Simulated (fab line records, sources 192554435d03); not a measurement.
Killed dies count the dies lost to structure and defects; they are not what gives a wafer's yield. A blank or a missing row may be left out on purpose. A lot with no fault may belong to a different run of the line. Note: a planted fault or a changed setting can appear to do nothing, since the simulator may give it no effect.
Split-lot experiment ; flow n5 finfet ; route with 1938 steps; 7 lots, 21 wafers read

ON THE SPLIT
At N5_GATE_CUT_DESCUM_18 (chemistry O2, time 7 s), the setting time s was moved away from the recipe's 7 s on 6 of the 21 wafers read, by -22.3% to -10.3%. The other wafers ran this setting at the recipe's value.

THE PATH FROM SPLIT TO READING: the file shows 1 step between them
- N5_GATE_CUT_ETCH_28: etches underlayer in N2/H2, target depth 13 nm, time 10.4 s

THE READING
CAR-EUV_of_GATE_CUT_COAT_07.thk nm (the simulator's own value, which no gauge read), in nm, at N5_GATE_CUT_ETCH_36 (etches SiARC in CF4, target depth 13 nm, time 21.7 s). The file does not state a usual value for it. Across the 15 wafers here that went through the recipe, the average is 6.9 nm and the standard deviation 0.15 nm.

wafer;tool, chamber at the split;time s as run, s;against the recipe;CAR-EUV_of_GATE_CUT_COAT_07.thk nm, nm;against lot-mates on the recipe
L075.2;rie diel-03, 2,0,1;7;recipe;7;-
L075.4;rie diel-03, 2,0,1;7;recipe;7;-
L075.3;rie diel-03, 2,0,1;7;recipe;7.2;-
L077.4;rie diel-01, 3,2;5.437;-22.3%;7.8;no lot-mate on the recipe
L077.6;rie diel-01, 1;5.437;-22.3%;7.8;no lot-mate on the recipe
L077.5;rie diel-01, 3,2;5.437;-22.3%;7.6;no lot-mate on the recipe
L079.4;rie diel-03, 0;5.641;-19.4%;7.8;+1.0
L079.5;rie diel-03, 2,3;7;recipe;6.8;-
L079.6;rie diel-03, 2,3;7;recipe;6.8;-
L085.2;rie diel-05, 0;7;recipe;6.8;-
L085.4;rie diel-05, 2,1;7;recipe;6.6;-
L085.6;rie diel-05, 2,1;7;recipe;7;-
L086.2;rie diel-01, 3;7;recipe;6.8;-
L086.4;rie diel-01, 1,0;6.276;-10.3%;7.4;+0.6
L086.5;rie diel-01, 1,0;6.276;-10.3%;7.2;+0.4
L088.2;rie diel-01, 1;7;recipe;7;-
L088.5;rie diel-01, 2,3;7;recipe;7;-
L088.6;rie diel-01, 2,3;7;recipe;7;-
L097.1;rie diel-03, 0,3,1;7;recipe;7.2;-
L097.3;rie diel-03, 0,3,1;7;recipe;7;-
L097.6;rie diel-03, 0,3,1;7;recipe;7;-
Rows listing several chambers each stand for several wafers; the file does not say which wafer went through which chamber.

THE FIT
A straight line over all 21 wafers: CAR-EUV_of_GATE_CUT_COAT_07.thk nm changes by -0.0367 nm for each +1% of time s; r = -0.91; the points scatter about the line by 0.15 nm.
The same after taking each lot's own level away (the mean of its wafers on the recipe; 18 wafers): -0.0504 nm for each +1%; r = -0.94; scatter 0.098 nm.
Per that fit: largest time s move, reading shift of 1.1 nm.
Measured against the standard deviation above, the lots' own levels, which go from 6.80 to 7.07 nm, span 1.7 times it.
Thus the slope moves with the lot-to-lot level: the two fits are different.
Check: +0.939 nm against its lot-mates is what the line predicts for one of the wafers moved furthest among these (-19.4%) when that wafer is left out of the fit. Against them it came out at +1 nm.

FURTHER SPLITS ON THESE WAFERS
These wafers also went through other splits before the reading. Each is held against what the fit with the lots' levels taken away leaves over:
other split on the same wafers;wafers away from the commonest value;r with CAR-EUV_of_GATE_CUT_COAT_07.thk nm (lot level and that fit taken away)
N5_HKMG_FIN_COAT_43 spin rpm;7;+0.11
N5_GATE_CUT_COAT_27 spin rpm;2;+0.52

THE WHOLE CHAIN: every reading that the file lists as answering this split, in the file's order
step;what it does;reading;change (the file's fit);r (the file's)
N5_GATE_CUT_DESCUM_18;chemistry O2, time 7 s;CAR-EUV_of_GATE_CUT_COAT_07.thk nm (the simulator's own value, which no gauge read);-0.0406 nm for each +1% of the setting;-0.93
N5_GATE_CUT_ETCH_36;etches SiARC in CF4, target depth 13 nm, time 21.7 s;CAR-EUV_of_GATE_CUT_COAT_07.thk nm (the simulator's own value, which no gauge read);-0.0508 nm for each +1% of the setting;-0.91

THE FILE'S OWN FIT
CAR-EUV_of_GATE_CUT_COAT_07.thk nm changes by -0.0508 nm for each +1% of time s, r = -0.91.
